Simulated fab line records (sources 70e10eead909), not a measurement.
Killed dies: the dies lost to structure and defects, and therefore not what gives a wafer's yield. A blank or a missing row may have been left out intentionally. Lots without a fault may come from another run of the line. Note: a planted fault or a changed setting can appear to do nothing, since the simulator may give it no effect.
Matching of chambers    flow nandHarc    4 sister chambers for NHARC_A_STAIRCASE_DESCUM_219 on rieDiel-05
The step chemistry O2, time 3 s. 20 wafers are shown with their chamber, then 10 later ones without.

== WAFERS PAIRED WITH THEIR CHAMBERS ==
wafer   chamber  showerheadPlenumPTorr (Torr)  drypumpMotorCurrentA (A)  oesProductAu (a.u.)
L074.4  2        1.89                          5.4                       1.005
L074.5  2        1.89                          5.5                       0.997
L074.6  1        1.99                          6.0                       1.002
L078.2  2        1.89                          5.5                       0.991
L078.5  3        1.81                          5.9                       0.994
L078.6  0        1.93                          6.1                       1.012
L079.1  3        1.81                          5.9                       0.994
L079.2  0        1.93                          6.1                       1.005
L079.6  3        1.81                          5.9                       1.002
L081.3  2        1.89                          5.4                       1.009
L081.4  1        1.99                          6.0                       1.008
L081.6  1        1.99                          6.0                       1.006
L082.1  3        1.81                          5.9                       1.002
L082.4  0        1.93                          6.1                       1.005
L082.5  2        1.89                          5.4                       0.994
L084.1  2        1.89                          5.4                       0.989
L084.4  3        1.80                          6.0                       1.008
L084.5  2        1.89                          5.4                       0.999
L088.4  0        1.92                          6.1                       1.024
L088.5  2        1.88                          5.4                       1.008

SIGNATURES (averages over the wafers above)
reading                chamber 0  chamber 1  chamber 2  chamber 3  scatter within a chamber
showerheadPlenumPTorr  1.9275     1.9900     1.8887     1.8080     0.00389
drypumpMotorCurrentA   6.100      6.000      5.425      5.920      0.0379
oesProductAu           1.01150    1.00533    0.99900    1.00000    0.00713
Rule: a wafer's distance from a chamber is the root of the sum, over the readings, of the square of ((its reading less the chamber's mean) divided by the reading's scatter). The wafer belongs to the nearest chamber; if the next one is less than 2 further off, it can't be placed. The scatter: take each reading less its chamber's mean, square it, sum over the shown wafers, divide by the number of wafers less the number of chambers, and take the root.

== WAFERS WITHOUT THEIR CHAMBER ==
wafer   showerheadPlenumPTorr (Torr)  drypumpMotorCurrentA (A)  oesProductAu (a.u.)
L088.6  1.80                          5.9                       0.996
L085.4  1.92                          6.1                       1.016
L085.5  1.88                          5.4                       0.998
L085.6  1.80                          5.9                       1.005
L094.1  1.80                          6.0                       1.007
L094.4  1.92                          6.2                       1.012
L094.6  1.88                          5.4                       1.005
L096.2  1.92                          6.1                       1.003
L096.3  1.88                          5.4                       1.001
L096.5  1.92                          6.1                       1.017

== THE CHAMBER EACH PASSED THROUGH ==
wafer   from the rows above  in truth
L088.6  3                    3
L085.4  0                    0
L085.5  2                    2
L085.6  3                    3
L094.1  3                    3
L094.4  0                    0
L094.6  2                    2
L096.2  0                    0
L096.3  2                    2
L096.5  0                    0
10 of 10 placed correctly. Number that these rows cannot place: 0. Placed wrongly: 0.
